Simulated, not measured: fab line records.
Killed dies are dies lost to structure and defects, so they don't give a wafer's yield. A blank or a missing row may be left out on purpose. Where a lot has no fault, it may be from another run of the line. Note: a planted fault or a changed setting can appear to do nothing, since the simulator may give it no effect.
Comparing a struck lot with a sound one | flow n5_finfet | 35 out of 1938 route steps
Sound: these wafers, L463.4, L463.5, L463.6. Wafers struck: L474.2, L474.4, L474.6. The cause is named last.
Each step with rows lists, per side, the tool, then ch with its chambers, then its first start. Under that, the readings that differ: sound wafers | struck wafers | difference of the means | sigmas: that difference in standard deviations of wafers without a fault.
alike: words and numbers the same on both sides, and readings whose means are apart by under 2 such deviations; not compared: readings that were withheld, readings missing a value for some wafer, numbers with overlapping values and no deviation given by the record, and bounds like >300 which may hide the same value.
Wherever a step has rows on one side only, a row that says differs or no value, or a row with sigmas, the two part there. Non-overlapping numbers with no deviation appear without sigmas and do not part them. A reading that every wafer of one side lacks parts them only if that side has two wafers or more.

first, 8 steps without rows for these wafers: N5_BEOL_M4_ECD_50 (material Cu, target thk 300 nm); N5_BEOL_M4_ANNEAL_51 (time 90 s); N5_BEOL_M4_CMP_52 (polishes, stops on SiOC, t overpolish 6.8 s, target thk 40 nm); N5_BEOL_M4_PRE_CLEAN_60 (time 15 s); N5_BEOL_M4_CO_CAP_55 (material Co, precursor CCTBA/H2, target thk 2 nm, time 102.1 s); N5_BEOL_M4_PRE_CLEAN_56 (time 15 s); N5_BEOL_M4_DEP_57 (deposits SiCN from 3MS/NH3, target thk 8 nm, time 14 s); N5_BEOL_M5_ILD_DEP_00 (deposits SiCOH lowk from DEMS/porogen, target thk 140.64 nm, time 25.9 s).
N5_BEOL_M5_CURE_79: cures SiCOH lowk, time 240 s.
  sound on uv_cure-01 ch 0, day 8 01:09; struck on uv_cure-01 ch 0, day 10 12:23
  no value came back on the struck wafers for lamp_power_pct (%), run_length_s (s), wafer_temp_C_max; on the sound wafers lamp_power_pct (%) reads 52.25 52.30 52.28
  reading                                            | sound           | struck        | difference | sigmas
  model.SiCOH_lowk_of_BEOL_M5_ILD_DEP_00.thk_nm (nm) | 122.6 122 122.6 | 141 143.2 143 | +20        |
N5_BEOL_M5_THK_MEAS_01:
  struck on film_metro-01, day 10 12:50; sound on film_metro-01, day 8 01:25
  reading         | sound             | struck            | difference | sigmas
  M5_ILD_THK (nm) | 122.4 122.1 122.5 | 141.1 143.1 143.0 | +20.1      | +15
then, 24 steps without rows for these wafers: N5_BEOL_M5_PECVD_70 (deposits SiO2 from TEOS/O2, target thk 16 nm, time 18 s); N5_BEOL_M5_HM_DEP_02 (deposits TiN, target thk 20 nm); N5_BEOL_M5_COAT_59 (time 60 s, resist thk 60 nm); N5_BEOL_M5_COAT_60 (time 60 s, resist thk 12 nm); N5_BEOL_M5_COAT_71 (time 60 s, resist thk 5 nm); N5_BEOL_M5_COAT_05 (resist thk 30 nm); N5_BEOL_M5_EBR_07; N5_BEOL_M5_SOFTBAKE_06 (time 60 s); N5_BEOL_M5_EXPOSE_08 (exposes mask M5, target cd 28 nm); N5_BEOL_M5_PEB_09 (peb time 60 s); N5_BEOL_M5_DEVELOP_10 (develop time 30 s); N5_BEOL_M5_DESCUM_16 (chemistry O2, time 7 s); N5_BEOL_M5_ETCH_72 (etches underlayer in N2/H2, target depth 6.5 nm, time 5.2 s); N5_BEOL_M5_ETCH_61 (etches SiARC in CF4, target depth 15.6 nm, time 26 s); N5_BEOL_M5_ETCH_62 (etches SOC in N2/H2, target depth 75 nm, overetch 15 nm, time 112.5 s); N5_BEOL_M5_STRIP_63 (strips in N2/H2); N5_BEOL_M5_STRIP_73 (strips in N2/H2); N5_BEOL_M5_STRIP_64 (strips in CF4); N5_BEOL_M5_HM_OPEN_17 (chemistry Cl2/BCl3, target TiN, target depth 20 nm, overetch 6 nm); N5_BEOL_M5_STRIP_19 (strips in O2); N5_BEOL_M5_COAT_65 (time 60 s, resist thk 60 nm); N5_BEOL_M5_COAT_66 (time 60 s, resist thk 12 nm); N5_BEOL_M5_COAT_74 (time 60 s, resist thk 5 nm); N5_BEOL_M5_COAT_22 (resist thk 30 nm).
N5_BEOL_M5_CMP_52: polishes, stops on SiCOH lowk, t overpolish 6.9 s, target thk 62 nm.
  sound on cmp-04 ch 2,3, day 8 11:28; struck on cmp-03 ch 1,2, day 10 22:56
  reading                                            | sound           | struck        | difference | sigmas
  model.SiCOH_lowk_of_BEOL_M5_ILD_DEP_00.thk_nm (nm) | 119.6 119 119.6 | 138 140.2 140 | +20        |
  alike: motor_current_A, retaining_ring_pressure_frac, slurry_filter_dp_kPa

== WHERE THEY PART ==
Last at N5_BEOL_M5_THK_MEAS_01 as far as this record goes, first at N5_BEOL_M5_CURE_79. Later steps at which nothing parts them and some readings are alike: N5_BEOL_M5_CMP_52.

WHY: the cause the simulator had injected
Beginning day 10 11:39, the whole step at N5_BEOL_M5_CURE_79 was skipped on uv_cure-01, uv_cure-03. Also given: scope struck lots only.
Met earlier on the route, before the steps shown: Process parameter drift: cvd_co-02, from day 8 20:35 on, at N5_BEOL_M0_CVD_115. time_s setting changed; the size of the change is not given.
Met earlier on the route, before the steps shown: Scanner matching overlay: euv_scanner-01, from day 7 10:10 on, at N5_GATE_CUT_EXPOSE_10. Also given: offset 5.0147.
